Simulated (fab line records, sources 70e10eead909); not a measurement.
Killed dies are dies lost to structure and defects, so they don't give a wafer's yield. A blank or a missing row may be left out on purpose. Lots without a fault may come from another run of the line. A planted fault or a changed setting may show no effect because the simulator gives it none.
A struck lot beside a sound one | flow nand_harc | 28 steps out of a route of 1302
Sound: wafers L118.1, L118.2, L118.6. Struck: wafers L119.1, L119.2, L119.6. The cause comes at the end.
At each step with rows: each side's tool, then ch and its chambers, then its first start. Under that, the readings that differ: sound wafers | struck wafers | difference of the means | sigmas: that difference in standard deviations of wafers without a fault.
alike: readings whose means differ by less than 2 such deviations, and words and numbers that are the same on both sides. not compared: withheld readings, readings that some wafer has no value for, bounds like >300 that may hide the same value, and numbers for which the record gives no deviation and whose values overlap.
The two part at a step that has a row with sigmas, a row that says differs or no value, or rows on one side only. Numbers that don't overlap but have no deviation are shown without sigmas and don't part them. A reading that every wafer of one side lacks parts them only if that side has two wafers or more.

first, 2 steps without rows for these wafers: NHARC_A_CONTACT_ETCH_122 (etches the open film in C4F8/O2/Ar, time 190 s, target depth 1850 nm); NHARC_A_CONTACT_ETCH_123 (etches the open film in C4F8/O2/Ar, time 490 s, target depth 2110 nm).
NHARC_A_CONTACT_ETCH_90: etches the open film in CH3F/O2, target depth 40 nm, time 85.7 s.
  sound on rie_diel-13 ch 0,2,3, day 24 00:14; struck on rie_diel-01 ch 0,1,3, day 24 15:19
  alike: drypump_motor_current_A, mfc_ar_sccm, oes_product_au, rf_vpp_V, showerhead_plenum_p_Torr, throttle_valve_pct
  not compared: rf_hours_counter_h
NHARC_A_CONTACT_ETCH_96: etches the open film in C4F6/O2, target depth 20 nm, time 10 s.
  sound on rie_diel-13 ch 0,1,3; struck on rie_diel-01 ch 0,2,3
  alike: drypump_motor_current_A, mfc_ar_sccm, oes_product_au, rf_vpp_V, showerhead_plenum_p_Torr, throttle_valve_pct
  not compared: rf_hours_counter_h
NHARC_A_CONTACT_CD_MEAS_53:
  sound on cd_sem-02, day 24 00:28; struck on cd_sem-02, day 24 15:32
  alike: cd_nm
then, 4 steps without rows for these wafers: NHARC_A_CONTACT_STRIP_99 (strips in N2/H2); NHARC_A_CONTACT_STRIP_100 (strips in CF4/CHF3); NHARC_A_CONTACT_STRIP_101 (strips in O2/COS); NHARC_A_CONTACT_ETCH_102 (etches the open film in CF4/O2, target depth 100 nm, overetch 10 nm, time 55 s).
NHARC_A_CONTACT_STRIP_55: strips in O2.
  sound on rie_diel-13 ch 1,2,3; struck on rie_diel-06 ch 0,1,3
  alike: drypump_motor_current_A, mfc_ar_sccm, oes_product_au, rf_vpp_V, showerhead_plenum_p_Torr, throttle_valve_pct
  not compared: rf_hours_counter_h
then, 1 step without rows for these wafers: NHARC_A_CONTACT_STRIP_56 (strips in post etch residue remover, time 600 s).
NHARC_A_CONTACT_DEP_57: deposits aC, target thk 5300 nm.
  sound on acl_dep-02 ch 0, day 24 06:08; struck on acl_dep-03 ch 0, day 24 18:51
  alike: throttle_valve_pct
NHARC_A_CONTACT_DEP_58: deposits SiON, target thk 90 nm.
  sound on pecvd-04 ch 1,2, day 24 09:19; struck on pecvd-04 ch 0,1, day 24 22:05
  alike: chamber_pressure_Torr, heater_power_w
then, 10 steps without rows for these wafers: NHARC_A_CONTACT_DEHYDRATE_59 (time 120 s); NHARC_A_CONTACT_HMDS_60 (time 30 s); NHARC_A_CONTACT_COAT_61 (time 75 s); NHARC_A_CONTACT_COAT_62 (time 65 s); NHARC_A_CONTACT_COAT_63 (resist thk 90 nm); NHARC_A_CONTACT_SOFTBAKE_64 (time 55 s); NHARC_A_CONTACT_EBR_65; NHARC_A_CONTACT_EXPOSE_66 (exposes mask A CC 2); NHARC_A_CONTACT_PEB_67 (peb time 65 s); NHARC_A_CONTACT_DEVELOP_68 (develop time 35 s).
NHARC_A_CONTACT_CD_MEAS_69: target cd 300 nm.
  sound on cd_sem-01 ch 0, day 24 09:54; struck on cd_sem-01 ch 0, day 24 22:47
  alike: cd_nm
NHARC_A_CONTACT_OVL_MEAS_70:
  sound on overlay-01, day 24 09:59; struck on overlay-01, day 24 22:52
  alike: overlay_x_nm, overlay_y_nm
NHARC_A_CONTACT_INSPECT_71:
  sound on defect_inspect-01, day 24 10:02; struck on defect_inspect-02, day 24 23:05
  reading          | sound    | struck      | difference | sigmas
  raw_defect_count | 72 54 74 | 832 779 809 | +740       | +17
  not compared: hold
NHARC_A_CONTACT_DESCUM_74: chemistry O2, time 3 s.
  sound on rie_diel-06 ch 2,3, day 24 10:05; struck on rie_diel-13 ch 0,2,3, day 25 05:50
  reading | sound | struck                                                                     | difference                   | sigmas
  hold    | - - - | await_dispo/6.7h/release await_dispo/6.7h/release await_dispo/6.7h/release | no value on the sound wafers |
  alike: drypump_motor_current_A, mfc_ar_sccm, oes_product_au, rf_vpp_V, showerhead_plenum_p_Torr, throttle_valve_pct
  not compared: rf_hours_counter_h
-- the record jumps here: 4 days lie between the struck wafers' starts before and after (it left off in module A_CONTACT and takes up again in module END, whose first step shown is number 1302 of the route) --
NHARC_END_SORT_01:
  the record has rows for the struck wafers here (prober-02 ch 0, day 29 00:31) and none for the sound ones

WHERE THEY PART
First at NHARC_A_CONTACT_INSPECT_71; last, within this record, at NHARC_END_SORT_01.

WHY: what the simulator had put in
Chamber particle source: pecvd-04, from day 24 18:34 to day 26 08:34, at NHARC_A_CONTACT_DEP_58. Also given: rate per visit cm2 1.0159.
